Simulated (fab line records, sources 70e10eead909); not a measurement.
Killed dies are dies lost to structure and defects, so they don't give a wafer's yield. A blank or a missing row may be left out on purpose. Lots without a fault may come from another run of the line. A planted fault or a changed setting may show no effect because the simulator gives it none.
Chamber matching | flow nand_harc | NHARC_A_STAIRCASE_DESCUM_168 on rie_diel-10: 4 sister chambers
The step chemistry O2, time 3 s. 22 wafers are shown with their chamber, then 11 later ones without.

WAFERS WITH THEIR CHAMBER
wafer  | chamber | showerhead_plenum_p_Torr (Torr) | drypump_motor_current_A (A) | rf_vpp_V (V)
L079.4 | 1       | 1.76                            | 6.3                         | 56.0
L079.5 | 2       | 1.85                            | 5.6                         | 58.3
L079.6 | 1       | 1.76                            | 6.3                         | 55.1
L080.3 | 3       | 1.97                            | 6.0                         | 57.9
L080.4 | 0       | 2.03                            | 6.2                         | 57.7
L080.5 | 3       | 1.97                            | 6.0                         | 56.4
L083.1 | 1       | 1.76                            | 6.3                         | 56.0
L083.2 | 0       | 2.03                            | 6.3                         | 57.8
L083.3 | 2       | 1.85                            | 5.6                         | 57.2
L081.2 | 2       | 1.85                            | 5.6                         | 57.4
L081.3 | 0       | 2.03                            | 6.3                         | 59.5
L081.5 | 1       | 1.76                            | 6.3                         | 58.2
L084.1 | 2       | 1.85                            | 5.6                         | 56.5
L084.2 | 1       | 1.76                            | 6.3                         | 56.5
L084.3 | 3       | 1.96                            | 6.0                         | 57.5
L088.1 | 2       | 1.85                            | 5.6                         | 57.8
L088.2 | 3       | 1.96                            | 6.0                         | 58.6
L088.4 | 0       | 2.03                            | 6.3                         | 59.4
L086.1 | 1       | 1.76                            | 6.3                         | 56.7
L086.3 | 0       | 2.03                            | 6.3                         | 57.8
L086.6 | 3       | 1.96                            | 6.0                         | 57.7
L090.2 | 0       | 2.02                            | 6.3                         | 57.4

SIGNATURES (means of the wafers above)
reading                  | chamber 0 | chamber 1 | chamber 2 | chamber 3 | scatter within a chamber
showerhead_plenum_p_Torr | 2.0283    | 1.7600    | 1.8500    | 1.9640    | 0.00336
drypump_motor_current_A  | 6.283     | 6.300     | 5.600     | 6.000     | 0.0215
rf_vpp_V                 | 58.267    | 56.417    | 57.440    | 57.620    | 0.883
Rule: a wafer's distance from a chamber is the root of the sum, over the readings, of the square of ((its reading less the chamber's mean) divided by the reading's scatter). The wafer belongs to the nearest chamber; if the next one is less than 2 further off, it can't be placed. The scatter: the root of (the sum of the squares of (reading less its chamber's mean) over the shown wafers, divided by (wafers less chambers)).

WAFERS WITHOUT THEIR CHAMBER
wafer  | showerhead_plenum_p_Torr (Torr) | drypump_motor_current_A (A) | rf_vpp_V (V)
L090.3 | 1.76                            | 6.3                         | 57.2
L090.4 | 1.96                            | 6.0                         | 60.0
L092.1 | 1.96                            | 6.0                         | 58.6
L092.3 | 2.02                            | 6.3                         | 56.9
L092.5 | 1.96                            | 6.0                         | 57.1
L093.3 | 1.85                            | 5.5                         | 57.6
L093.5 | 2.08                            | 6.3                         | 57.6
L093.6 | 1.85                            | 5.6                         | 57.7
L094.2 | 2.02                            | 6.3                         | 58.9
L094.3 | 1.96                            | 6.0                         | 56.6
L094.4 | 2.08                            | 6.3                         | 60.0

WHICH CHAMBER EACH WENT THROUGH
wafer  | from the rows above | in truth
L090.3 | 1                   | 1
L090.4 | 3                   | 3
L092.1 | 3                   | 3
L092.3 | 0                   | 0
L092.5 | 3                   | 3
L093.3 | 2                   | 2
L093.5 | 0                   | 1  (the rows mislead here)
L093.6 | 2                   | 2
L094.2 | 0                   | 0
L094.3 | 3                   | 3
L094.4 | 0                   | 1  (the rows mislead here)
Placed correctly: 9 of 11. Can't be placed from these rows: 0. Placed wrongly: 2.
